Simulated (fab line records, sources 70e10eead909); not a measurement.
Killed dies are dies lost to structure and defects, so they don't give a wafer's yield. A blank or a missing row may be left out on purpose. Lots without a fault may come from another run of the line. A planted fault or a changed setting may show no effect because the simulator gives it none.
Which tool did it? | flow nand_harc | 7 lots, 21 wafers sampled, at 4 steps of a route of 1302

WHAT THE GAUGES READ, wafer by wafer
NHARC_THIN_TSV_CD_MEAS_37.
lot  | measured     | on        | cd_nm (nm)
L369 | day 24 17:19 | cd_sem-02 | 4996.7 5000.5 4997.7
L371 | day 24 21:05 | cd_sem-01 | 4998.3 4999.8 5000.6
L374 | day 26 12:28 | cd_sem-02 | 5000.5 4996.3 5003.1
L377 | day 28 05:31 | cd_sem-01 | 4998.0 4999.7 4999.0
L380 | day 29 10:22 | cd_sem-03 | 4995.1 4996.3 4996.6
L382 | day 30 09:51 | cd_sem-01 | 4998.2 4999.2 4998.7
L391 | day 33 21:01 | cd_sem-03 | 5000.3 4998.5 4994.3

WHICH TOOL RAN EACH LOT (tool, then ch and the chambers of the sampled wafers, then the start)
lot  | NHARC_A_CONTACT_STRIP_103          | NHARC_THIN_TSV_DEP_43           | NHARC_THIN_TSV_ETCH_15
L369 | rie_diel-04 ch 0,2,3, day 22 15:05 | pecvd-03 ch 0,1, day 24 09:07   | rie_si-03 ch 0,1,2, day 24 10:46
L371 | rie_diel-04 ch 0,2, day 22 23:40   | pecvd-03 ch 0,1,2, day 24 12:56 | rie_si-03 ch 2,3, day 24 14:32
L374 | rie_diel-11 ch 0,3, day 24 12:34   | pecvd-04 ch 0,1,2, day 26 04:19 | rie_si-03 ch 1,2, day 26 05:51
L377 | rie_diel-04 ch 1,2,3, day 26 05:46 | pecvd-04 ch 0,1,2, day 27 21:27 | rie_si-03 ch 0,2, day 27 22:58
L380 | rie_diel-11 ch 0,1,2, day 27 10:39 | pecvd-04 ch 1,2, day 29 01:45   | rie_si-06 ch 0,1, day 29 03:45
L382 | rie_diel-04 ch 1,2,3, day 28 08:23 | pecvd-03 ch 0,1,2, day 30 01:06 | rie_si-03 ch 0,1,3, day 30 02:39
L391 | rie_diel-04 ch 0,2,3, day 31 18:22 | pecvd-03 ch 0,1,2, day 33 12:41 | rie_si-01 ch 0,2,3, day 33 14:20
- NHARC_A_CONTACT_STRIP_103: strips in N2/H2.
- NHARC_THIN_TSV_DEP_43: deposits SiO2, target thk 1328.5 nm.
- NHARC_THIN_TSV_ETCH_15: target depth 3000 nm, bosch target overetch cycles 2, bosch etch step 2.8 s.

THE ANSWER, worked out from the rows above alone
Rule: what is usual is taken from the lots themselves. Put in order of their means at a reading, lots are off if they are a third of the lots or fewer, leave a main group of 4 or more, and stand apart from it by a gap of 3 or more times the standard deviation of the main group's means; of several such gaps the widest counts. A main group whose means are all the same, to the digits that the tables above print for the reading, isn't used. A lot without any number at a reading at which 4 lots or more have one is off too. The other lots that the step has rows for count as sound.
No lot is off at any reading shown: from this, nothing can be told.

WHAT THE SIMULATOR HAD PUT IN
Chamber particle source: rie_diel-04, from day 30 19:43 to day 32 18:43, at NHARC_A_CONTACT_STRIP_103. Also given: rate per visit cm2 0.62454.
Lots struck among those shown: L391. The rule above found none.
